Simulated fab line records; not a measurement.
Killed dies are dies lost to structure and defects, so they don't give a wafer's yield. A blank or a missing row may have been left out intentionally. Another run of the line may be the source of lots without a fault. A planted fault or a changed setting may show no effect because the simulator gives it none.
2 desks, one fault / flow n5Finfet / only its own numbers are on each desk; what lay behind them is given at the end

== TOOL OWNER'S DESK, rieDiel-03 ==
The tool's own readings at N5_BEOL_M12_ETCH_59 (etches BARC in N2/H2, target depth 89 nm, overetch 26.7 nm, time 67.9 s): means of the sampled wafers that have a number, for each lot that ran on this tool. Any lot whose mean is over 4 standard deviations away from the usual mean is out of limits and marked OUT; that distance is given in the brackets.
Columns: A = drypumpMotorCurrentA at N5_BEOL_M12_ETCH_59, usual 5.7 A; B = h2FlowSccm at N5_BEOL_M12_ETCH_59, usual 200.0 sccm; C = oesProductAu at N5_BEOL_M12_ETCH_59, usual 0.67 a.u.; D = rfFwdPowerW at N5_BEOL_M12_ETCH_59, usual 834 W; E = rfVppV at N5_BEOL_M12_ETCH_59, usual 523.5 V; F = showerheadPlenumPTorr at N5_BEOL_M12_ETCH_59, usual 2.53 Torr; G = throttleValvePct at N5_BEOL_M12_ETCH_59, usual 17.78 %
lot=L315; first seen here=day 10 19:33; A=5.9; B=199.8; C=0.72; D=831; E=525.9; F=2.61; G=17.52
lot=L318; first seen here=day 11 07:36; A=5.6; B=199.6; C=0.67; D=835; E=526.3; F=2.62; G=17.49
lot=L321; first seen here=day 12 22:58; A=5.8; B=200.0; C=0.71; D=830; E=525.0; F=2.57; G=17.50
lot=L327; first seen here=day 14 03:34; A=5.7; B=200.0; C=0.68; D=837; E=526.3; F=2.63; G=17.46
lot=L335; first seen here=day 16 12:37; A=5.9; B=200.5; C=0.69; D=835; E=524.3; F=2.56; G=17.61
This desk found nothing out of limits on any of the 5 lots.

== METROLOGY DESK ==
Lot by lot, what the gauges showed, no matter which tool ran the lot: averages of those sampled wafers that carry a number. Any lot whose mean is over 4 standard deviations away from the usual mean is out of limits and marked OUT; that distance is given in the brackets.
Columns: A = trenchDepthNm at N5_BEOL_M11_OCD_MEAS_38, usual 148 nm; B = cdNm at N5_BEOL_M12_CD_MEAS_17, usual 140.1 nm
lot=L315; first seen here=day 10 16:28; A=148; B=143.4
lot=L318; first seen here=day 11 04:02; A=147; B=141.9
lot=L321; first seen here=day 12 19:56; A=148; B=140.0
lot=L328; first seen here=day 13 20:21; A=148; B=137.2
lot=L327; first seen here=day 13 23:06; A=150; B=142.5
lot=L325; first seen here=day 14 01:20; A=150; B=141.9
lot=L335; first seen here=day 16 08:20; A=149; B=145.7
lot=L338; first seen here=day 16 17:37; A=146; B=136.0
lot=L337; first seen here=day 16 21:13; A=146; B=137.5
This desk found nothing out of limits on any of the 9 lots.

== TAKEN TOGETHER ==
Nothing out of limits was seen by the tool owner's desk.
Nothing out of limits was seen by the metrology desk.

== WHAT HAD BEEN PUT IN BY THE SIMULATOR ==
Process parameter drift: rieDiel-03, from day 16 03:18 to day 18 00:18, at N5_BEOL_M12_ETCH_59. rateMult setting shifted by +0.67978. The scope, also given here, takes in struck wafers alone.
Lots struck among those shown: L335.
